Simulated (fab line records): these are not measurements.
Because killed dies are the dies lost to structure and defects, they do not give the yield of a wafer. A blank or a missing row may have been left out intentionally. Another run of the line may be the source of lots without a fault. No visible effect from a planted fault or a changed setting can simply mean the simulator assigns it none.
fab line records	flow n5Finfet	part 2 of 2: steps 4 to 6 of 6
record: lots: 21	wafers: 63	lastDay: 22
route steps=1938 shown BEOL_M4@1069
lots that met no fault: from a run of the same line without faults
startH: the number of hours between the record's first day and the start of the first shown wafer of the lot	waitH: hours elapsed since this lot's preceding step	" unchanged from the row above	L1.1+2: a single row standing in for several wafers	- no value, or no start given	* or withheld: withheld	< > ~ a bound
route shown NAME@n: NAME is a module with steps in the file, n the number in the route of the first one	usual: mean/standard deviation taken from wafers without a fault	same: alike in all rows	chamber/n: place in a boat	sites: the reading at each site	_std_site: standard deviation across them	_edge_site: inner sites' mean taken away from outer sites' mean	radiusMm: for every site, how far away it sits from the centre of the wafer	mask NAME#n: copy n	behind: the most recent tool/chamber to have shaped the wafer	hold: the reason the lot was held/the length of the hold in hours/how it ended	device: transistor that didn't switch, given as n, p or np	end of line: tests run on the same wafers once the route is complete	a step given without rows: its recipe and nothing more	killed: at the first sort, the dies lost to defects and structure; wafer yield is something else	map: a wafer's dies, marking killed ones x, the rest . and places with no die _
set.NAME: the setting the step ran with; set.NAME@STEP: the setting that earlier step ran with	model.NAME: the simulator's own value behind a step, which no gauge read
the route's steps for a sample of lots (tables are steps, rows are wafers)
services: a tool's chamber out of use, with start hour (startH, from the record's first day; less than 0 if before it), hours out, and reason
== steps ==
step: N5_BEOL_M4_ALD_84
recipe: material: TaN	targetThkA: *	tempC: 275	aldPrecursorFamily: PDMAT	aldCoReactant: NH3	pressureTorr: 3	carrierFlowSccm: 1500	pulseTimeS: 2	purgeTimeS: 3	coReactantPurgeTimeS: 2	coReactantPulseTimeS: 3	aldCycles: 30	precursorVesselTempC: 75	precursorVesselPressureTorr: 26.25	precursorVesselCarrierSccm: 1000
usual: heaterPowerW: 388/37
lot.wafer	tool	chamber	startH	waitH	heaterPowerW
L074.1	aldMetal-04	1	192.65	0.0	443
L074.3	"	3	"	"	448
L074.5	"	0	"	"	416
L075.2	aldMetal-03	1	206.64	0.1	339
L075.4	"	0	"	"	376
L075.5	"	3	"	"	433
L077.1	aldMetal-01	0	216.45	0.0	366
L077.4	"	3	"	"	354
L077.6	"	1	"	"	405
L076.4	aldMetal-01	1	225.04	0.0	398
L076.5	"	2	"	"	372
L076.6	"	3	"	"	355
L078.4	aldMetal-01	0	234.46	0.1	369
L078.5	"	1	"	"	394
L078.6	"	0	"	"	347
L079.1	aldMetal-01	2	245.08	0.0	383
L079.3	"	3	"	"	348
L079.4	"	1	"	"	392
L081.1	aldMetal-03	3	285.99	0.1	434
L081.2	"	1	"	"	343
L081.4	"	2	"	"	425
L083.2	aldMetal-03	2	307.74	0.1	419
L083.3	"	3	"	"	432
L083.4	"	1	"	"	328
L084.4	aldMetal-04	2	318.74	0.1	396
L084.5	"	1	"	"	455
L084.6	"	2	"	"	398
L085.1	aldMetal-01	0	319.09	0.1	362
L085.2	"	3	"	"	360
L085.6	"	2	"	"	381
L087.2	aldMetal-03	0	343.01	0.1	368
L087.4	"	3	"	"	434
L087.6	"	2	"	"	418
L090.3	aldMetal-04	3	346.78	0.1	440
L090.5	"	0	"	"	421
L090.6	"	3	"	"	461
L088.2	aldMetal-03	1	349.86	0.1	328
L088.5	"	3	"	"	424
L088.6	"	2	"	"	421
L097.3	aldMetal-01	2	361.02	0.0	403
L097.4	"	1	"	"	382
L097.5	"	1	"	"	383
L095.4	aldMetal-01	1	364.54	0.1	382
L095.5	"	1	"	"	393
L095.6	"	2	"	"	409
L092.1	aldMetal-04	1	382.05	0.0	431
L092.2	"	0	"	"	411
L092.5	"	0	"	"	413
L094.1	aldMetal-01	3	385.04	0.1	328
L094.5	"	2	"	"	389
L094.6	"	1	"	"	389
L089.1	aldMetal-01	1	387.76	0.1	384
L089.2	"	3	"	"	341
L089.3	"	0	"	"	338
L093.1	aldMetal-03	1	387.81	0.0	328
L093.4	"	0	"	"	371
L093.5	"	1	"	"	346
L082.1	aldMetal-03	3	395.67	0.1	434
L082.3	"	2	"	"	417
L082.6	"	3	"	"	438
L096.3	aldMetal-01	1	395.87	0.0	378
L096.4	"	0	"	"	340
L096.6	"	3	"	"	333
step: N5_BEOL_M4_SPUTTER_90
recipe: material: Cu	targetThkA: 45	tempC: -20	chamberPressurePa: 0.07	powerW: withheld	timeS: 8.29
usual: chuckSensorTempC: -16.2/0.64	throttleValvePct: 29.5/1
lot.wafer	tool	chamber	startH	waitH	chuckSensorTempC	throttleValvePct
L074.1	pvdSputter-02	-	194.33	0.1	-16.6	28.6
L074.3	"	-	"	"	-17.9	31.2
L074.5	"	-	"	"	-18.0	30.9
L075.2	pvdSputter-02	-	208.28	0.1	-16.7	28.7
L075.4	"	-	"	"	-16.0	28.7
L075.5	"	-	"	"	-16.5	28.6
L077.1	pvdSputter-01	-	217.99	0.1	-15.5	30.1
L077.4	"	-	"	"	-16.0	29.5
L077.6	"	-	"	"	-16.6	31.4
L076.4	pvdSputter-01	-	226.63	0.1	-16.5	31.2
L076.5	"	-	"	"	-16.5	31.3
L076.6	"	-	"	"	-16.1	28.7
L078.4	pvdSputter-01	-	236.15	0.1	-15.8	29.6
L078.5	"	-	"	"	-15.3	30.3
L078.6	"	-	"	"	-15.8	28.3
L079.1	pvdSputter-01	-	248.44	0.1	-16.5	31.4
L079.3	"	-	"	"	-16.0	29.2
L079.4	"	-	"	"	-15.2	30.1
L081.1	pvdSputter-01	-	287.63	0.1	-16.1	29.4
L081.2	"	-	"	"	-16.7	31.3
L081.4	"	-	"	"	-16.2	28.4
L083.2	pvdSputter-02	-	309.29	0.1	-16.2	30.1
L083.3	"	-	"	"	-16.7	28.4
L083.4	"	-	"	"	-17.7	31.0
L084.4	pvdSputter-01	-	320.34	0.1	-16.4	31.3
L084.5	"	-	"	"	-15.8	29.3
L084.6	"	-	"	"	-15.4	29.9
L085.1	pvdSputter-03	-	322.34	0.1	-15.8	29.4
L085.2	"	-	"	"	-16.2	29.3
L085.6	"	-	"	"	-16.3	29.2
L087.2	pvdSputter-03	-	344.73	0.1	-15.9	29.6
L087.4	"	-	"	"	-16.2	28.8
L087.6	"	-	"	"	-15.8	29.3
L090.3	pvdSputter-01	-	349.41	0.1	-16.6	31.2
L090.5	"	-	"	"	-16.2	28.7
L090.6	"	-	"	"	-16.6	31.3
L088.2	pvdSputter-02	-	353.07	0.1	-18.0	30.6
L088.5	"	-	"	"	-18.0	31.0
L088.6	"	-	"	"	-16.5	28.5
L097.3	pvdSputter-03	-	362.62	0.1	-15.4	28.1
L097.4	"	-	"	"	-16.1	28.5
L097.5	"	-	"	"	-15.7	29.4
L095.4	pvdSputter-02	-	366.17	0.1	-18.0	30.8
L095.5	"	-	"	"	-16.5	28.8
L095.6	"	-	"	"	-16.0	28.8
L092.1	pvdSputter-01	-	383.59	0.1	-16.5	31.4
L092.2	"	-	"	"	-16.2	28.5
L092.5	"	-	"	"	-16.1	28.5
L094.1	pvdSputter-01	-	388.30	0.1	-15.2	30.3
L094.5	"	-	"	"	-15.9	29.4
L094.6	"	-	"	"	-15.3	30.0
L089.1	pvdSputter-03	-	389.32	0.1	-15.3	28.1
L089.2	"	-	"	"	-16.4	29.3
L089.3	"	-	"	"	-16.0	29.2
L093.1	pvdSputter-02	-	389.49	0.1	-15.9	28.8
L093.4	"	-	"	"	-17.9	30.7
L093.5	"	-	"	"	-16.2	30.2
L082.1	pvdSputter-02	-	397.86	0.1	-16.2	30.0
L082.3	"	-	"	"	-15.9	29.0
L082.6	"	-	"	"	-16.1	30.3
L096.3	pvdSputter-01	-	399.05	0.1	-15.3	29.8
L096.4	"	-	"	"	-16.1	28.5
L096.6	"	-	"	"	-16.3	28.3
step: N5_BEOL_M4_SPUTTER_96
recipe: material: Cu	targetThkA: 45	tempC: -20	chamberPressurePa: 0.07	powerW: withheld	timeS: 8.29
usual: chuckSensorTempC: -16.2/0.64	throttleValvePct: 29.5/1
lot.wafer	tool	chamber	startH	waitH	chuckSensorTempC	throttleValvePct
L074.1	pvdSputter-02	-	194.99	0.1	-16.7	28.8
L074.3	"	-	"	"	-17.8	30.8
L074.5	"	-	"	"	-17.9	31.2
L075.2	pvdSputter-02	-	208.94	0.1	-16.7	28.8
L075.4	"	-	"	"	-16.2	28.8
L075.5	"	-	"	"	-16.6	28.6
L077.1	pvdSputter-01	-	218.65	0.1	-15.4	29.8
L077.4	"	-	"	"	-15.9	29.4
L077.6	"	-	"	"	-16.6	31.4
L076.4	pvdSputter-01	-	227.29	0.1	-16.5	31.4
L076.5	"	-	"	"	-16.7	31.6
L076.6	"	-	"	"	-15.9	28.3
L078.4	pvdSputter-01	-	236.81	0.1	-16.1	29.3
L078.5	"	-	"	"	-15.3	30.1
L078.6	"	-	"	"	-16.2	28.3
L079.1	pvdSputter-01	-	249.10	0.1	-16.6	31.8
L079.3	"	-	"	"	-16.0	29.4
L079.4	"	-	"	"	-15.3	30.3
L081.1	pvdSputter-01	-	288.29	0.1	-15.6	29.7
L081.2	"	-	"	"	-16.7	31.3
L081.4	"	-	"	"	-16.0	28.4
L083.2	pvdSputter-02	-	309.95	0.1	-16.2	29.9
L083.3	"	-	"	"	-16.5	28.7
L083.4	"	-	"	"	-17.9	31.0
L084.4	pvdSputter-01	-	321.00	0.1	-16.6	31.1
L084.5	"	-	"	"	-15.8	29.4
L084.6	"	-	"	"	-15.4	29.9
L085.1	pvdSputter-03	-	323.00	0.1	-15.6	29.3
L085.2	"	-	"	"	-16.4	28.7
L085.6	"	-	"	"	-16.3	29.1
L087.2	pvdSputter-03	-	345.39	0.1	-15.9	29.7
L087.4	"	-	"	"	-16.1	28.8
L087.6	"	-	"	"	-15.9	29.4
L090.3	pvdSputter-01	-	350.07	0.1	-16.4	31.2
L090.5	"	-	"	"	-16.1	28.3
L090.6	"	-	"	"	-16.5	31.2
L088.2	pvdSputter-02	-	353.73	0.1	-17.9	31.1
L088.5	"	-	"	"	-18.0	31.0
L088.6	"	-	"	"	-16.7	28.4
L097.3	pvdSputter-03	-	363.28	0.1	-15.3	28.2
L097.4	"	-	"	"	-16.0	28.7
L097.5	"	-	"	"	-15.8	29.4
L095.4	pvdSputter-02	-	366.83	0.1	-17.9	31.0
L095.5	"	-	"	"	-16.5	28.8
L095.6	"	-	"	"	-16.2	28.9
L092.1	pvdSputter-01	-	384.25	0.1	-16.5	31.2
L092.2	"	-	"	"	-15.9	28.4
L092.5	"	-	"	"	-16.0	28.4
L094.1	pvdSputter-01	-	388.96	0.1	-15.3	29.8
L094.5	"	-	"	"	-16.1	29.5
L094.6	"	-	"	"	-15.3	30.1
L089.1	pvdSputter-03	-	389.98	0.1	-15.3	28.2
L089.2	"	-	"	"	-16.5	29.2
L089.3	"	-	"	"	-15.9	29.2
L093.1	pvdSputter-02	-	390.15	0.1	-16.0	28.6
L093.4	"	-	"	"	-18.0	31.2
L093.5	"	-	"	"	-16.1	30.2
L082.1	pvdSputter-02	-	398.52	0.1	-16.2	30.2
L082.3	"	-	"	"	-16.1	28.7
L082.6	"	-	"	"	-16.1	29.9
L096.3	pvdSputter-01	-	399.71	0.1	-15.4	30.1
L096.4	"	-	"	"	-15.9	28.5
L096.6	"	-	"	"	-16.1	28.5
== services ==
tool	chamber	startH	hours	kind
rieDiel-05	-	172.97	2.8	pm
aldMetal-04	-	182.57	0.7	repair
aldMetal-04	-	199.21	0.8	repair
aldMetal-04	1	202.89	31.0	repair
aldMetal-03	2	205.95	7.6	repair
aldMetal-04	3	227.39	35.0	repair
rieDiel-02	-	238.40	0.2	repair
rieDiel-02	0	251.28	2.0	repair
pvdSputter-03	-	273.75	1.9	repair
aldMetal-04	-	277.92	8.7	pm
aldMetal-03	3	317.39	12.6	repair
rieDiel-05	1	333.99	5.9	repair
rieDiel-02	3	335.79	4.6	repair
aldMetal-01	-	337.25	14.0	pm
aldMetal-03	0	357.69	4.9	repair
rieDiel-02	0	365.28	-	clean
rieDiel-02	0	365.28	-	consumableReplace:focusRing
rieDiel-02	0	365.28	-	consumableReplace:showerhead
aldMetal-03	3	368.52	5.5	repair
pvdSputter-03	-	368.86	6.0	repair
rieDiel-04	3	382.33	7.4	repair
aldMetal-04	0	390.10	25.3	repair
rieDiel-04	0	393.93	4.7	repair
aldMetal-01	2	395.36	5.5	repair
